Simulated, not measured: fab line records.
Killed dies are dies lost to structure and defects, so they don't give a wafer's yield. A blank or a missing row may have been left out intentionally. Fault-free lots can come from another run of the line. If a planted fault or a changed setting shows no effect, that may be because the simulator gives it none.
Chamber matching | flow n5Finfet | aldSin-02 running N5_STI_FIN_REVEAL_ALD_00: 4 sister chambers
The step deposits SiO2, target thk 1 nm, pulse time 1 s. 4 wafers are shown with their chamber, then 9 later ones without.

== EACH WAFER AND ITS CHAMBER ==
wafer  | chamber | heaterPowerW (W)
L079.1 | 0       | 448
L086.1 | 2       | 423
L088.3 | 1       | 519
L088.6 | 3       | 392

== WAFERS MISSING THEIR CHAMBER ==
wafer  | heaterPowerW (W)
L091.2 | 448
L091.3 | 426
L091.5 | 443
L092.2 | 399
L092.4 | 438
L092.5 | 444
L095.1 | 400
L095.3 | 538
L095.5 | 442

== WHICH CHAMBER EACH WENT THROUGH ==
wafer  | from the rows above     | in truth
L091.2 | 0                       | 0
L091.3 | 2                       | 2
L091.5 | can't be placed: 0 or 2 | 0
L092.2 | can't be placed: 3 or 2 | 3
L092.4 | can't be placed: 0 or 2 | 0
L092.5 | can't be placed: 0 or 2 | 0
L095.1 | can't be placed: 3 or 2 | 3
L095.3 | 1                       | 1
L095.5 | can't be placed: 0 or 2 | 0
Correctly placed: 3 of 9. Can't be placed from these rows: 6 (the true chamber is among the candidates in 6). Wrongly placed: 0.
How it was worked out, from the rows above alone: a wafer's distance from a chamber is the root of the sum, over the readings, of the square of ((its reading less the chamber's mean) divided by the reading's scatter). If the next closest chamber is less than 2 further off than the closest, the wafer can't be placed; otherwise it belongs to the closest. For every chamber, the mean is computed from those of its wafers that are shown. The scatter (one wafer shown for each chamber): square how far every hidden wafer sits from the nearest shown wafer, average those squares and take the square root.
